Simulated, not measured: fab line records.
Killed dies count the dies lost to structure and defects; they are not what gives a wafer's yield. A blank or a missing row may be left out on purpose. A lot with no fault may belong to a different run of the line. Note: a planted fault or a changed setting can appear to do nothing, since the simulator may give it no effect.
Split-lot study | flow n5-finfet | route with 1938 steps; 7 lots, 21 wafers read

SPLIT DETAILS
At N5_BEOL_M8_DESCUM_33 (chemistry O2, time 7 s), the setting time-s was moved away from the recipe's 7 s on 5 of the 21 wafers read, by -20.0% to +17.7%. This setting was run at the recipe's value on the other wafers.

BETWEEN THE SPLIT AND THE READING: the file shows 1 step in between
- N5_BEOL_M8_ETCH_72: etches underlayer in N2/H2, target depth 6.5 nm, time 5.2 s (also split here: h2-flow-sccm)

THE READING
CAR-EUV_of_BEOL_M8_COAT_22.thk-nm (the simulator's own value, which no gauge read), in nm, at N5_BEOL_M8_ETCH_65 (etches SiARC in CF4, target depth 15.6 nm, time 26 s). No usual value for it is given in the file. Across the 16 wafers here that went through the recipe, the average is 11.2 nm and the standard deviation 0.11 nm.

wafer  | tool, chamber at the split | time-s as run, s | against the recipe | CAR-EUV_of_BEOL_M8_COAT_22.thk-nm, nm | against lot-mates on the recipe
L075.3 | rie-diel-05, 3,1,0         | 7                | recipe             | 11.2                                  | -
L075.5 | rie-diel-05, 3,1,0         | 7                | recipe             | 11.2                                  | -
L075.6 | rie-diel-05, 3,1,0         | 7                | recipe             | 11.2                                  | -
L076.2 | rie-diel-02, 2,1,0         | 7                | recipe             | 11.4                                  | -
L076.6 | rie-diel-02, 2,1,0         | 7                | recipe             | 11.4                                  | -
L076.4 | rie-diel-02, 2,1,0         | 7                | recipe             | 11.2                                  | -
L074.1 | rie-diel-05, 1,0           | 7                | recipe             | 11.2                                  | -
L074.3 | rie-diel-05, 1,0           | 7                | recipe             | 11.2                                  | -
L074.5 | rie-diel-05, 0             | 7.766            | +10.9%             | 10.8                                  | -0.4
L077.1 | rie-diel-03, 1,3,1         | 7                | recipe             | 11.2                                  | -
L077.2 | rie-diel-03, 1,3,1         | 7                | recipe             | 11.2                                  | -
L077.5 | rie-diel-03, 1,3,1         | 7                | recipe             | 11.2                                  | -
L084.3 | rie-diel-05, 1,3           | 7                | recipe             | 11                                    | -
L084.5 | rie-diel-05, 1,3           | 7                | recipe             | 11                                    | -
L084.4 | rie-diel-05, 2             | 8.238            | +17.7%             | 10.6                                  | -0.4
L086.1 | rie-diel-05, 2             | 7                | recipe             | 11                                    | -
L086.3 | rie-diel-05, 1,3           | 5.976            | -14.6%             | 11.6                                  | +0.6
L086.5 | rie-diel-05, 1,3           | 5.976            | -14.6%             | 11.6                                  | +0.6
L096.4 | rie-diel-02, 0             | 7                | recipe             | 11.2                                  | -
L096.5 | rie-diel-02, 3             | 7                | recipe             | 11.2                                  | -
L096.6 | rie-diel-02, 0             | 5.601            | -20.0%             | 11.8                                  | +0.6
If several chambers appear in one row, that row covers several wafers at once and the file leaves open which wafer was in which chamber.

FIT RESULTS
A straight line over all 21 wafers: CAR-EUV_of_BEOL_M8_COAT_22.thk-nm changes by -0.031 nm for each +1% of time-s; r = -0.92; the points scatter about the line by 0.1 nm.
The same after taking each lot's own level away (the mean of its wafers on the recipe; 21 wafers): -0.0323 nm for each +1%; r = -0.97; scatter 0.068 nm.
On that fit, the largest move of time-s shifts the reading by 0.65 nm.
Across the lots, their own levels run from 11.00 to 11.33 nm, a range of 3.0 times the standard deviation given above.
The two slopes are in agreement: the lot-to-lot level therefore moves the slope only a little.
Check: with one of the wafers moved furthest among these (-20.0%) left out of the fit, the line predicts +0.692 nm for it against its lot-mates. It came out at +0.6 nm against them.

THE OTHER SPLITS THESE WAFERS WENT THROUGH
Other splits were also applied to these wafers ahead of the reading. Each is held against what the fit with the lots' levels taken away leaves over:
other split on the same wafers  | wafers away from the commonest value | r with CAR-EUV_of_BEOL_M8_COAT_22.thk-nm (lot level and that fit taken away)
N5_BEOL_M7_DESCUM_33 time-s     | 7                                    | -0.14
N5_BEOL_M8_ETCH_72 h2-flow-sccm | 7                                    | +0.41

THE WHOLE CHAIN: every reading that the file lists as answering this split, in the file's order
step                 | what it does                                                | reading                                                                            | change (the file's fit)                | r (the file's)
N5_BEOL_M8_DESCUM_33 | chemistry O2, time 7 s                                      | CAR-EUV_of_BEOL_M8_COAT_22.thk-nm (the simulator's own value, which no gauge read) | -0.0361 nm for each +1% of the setting | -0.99
N5_BEOL_M8_ETCH_72   | etches underlayer in N2/H2, target depth 6.5 nm, time 5.2 s | CAR-EUV_of_BEOL_M8_COAT_22.thk-nm (the simulator's own value, which no gauge read) | -0.0298 nm for each +1% of the setting | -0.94
N5_BEOL_M8_ETCH_65   | etches SiARC in CF4, target depth 15.6 nm, time 26 s        | CAR-EUV_of_BEOL_M8_COAT_22.thk-nm (the simulator's own value, which no gauge read) | -0.0308 nm for each +1% of the setting | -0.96

FILE'S OWN FIT
CAR-EUV_of_BEOL_M8_COAT_22.thk-nm changes by -0.0308 nm for each +1% of time-s, r = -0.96.
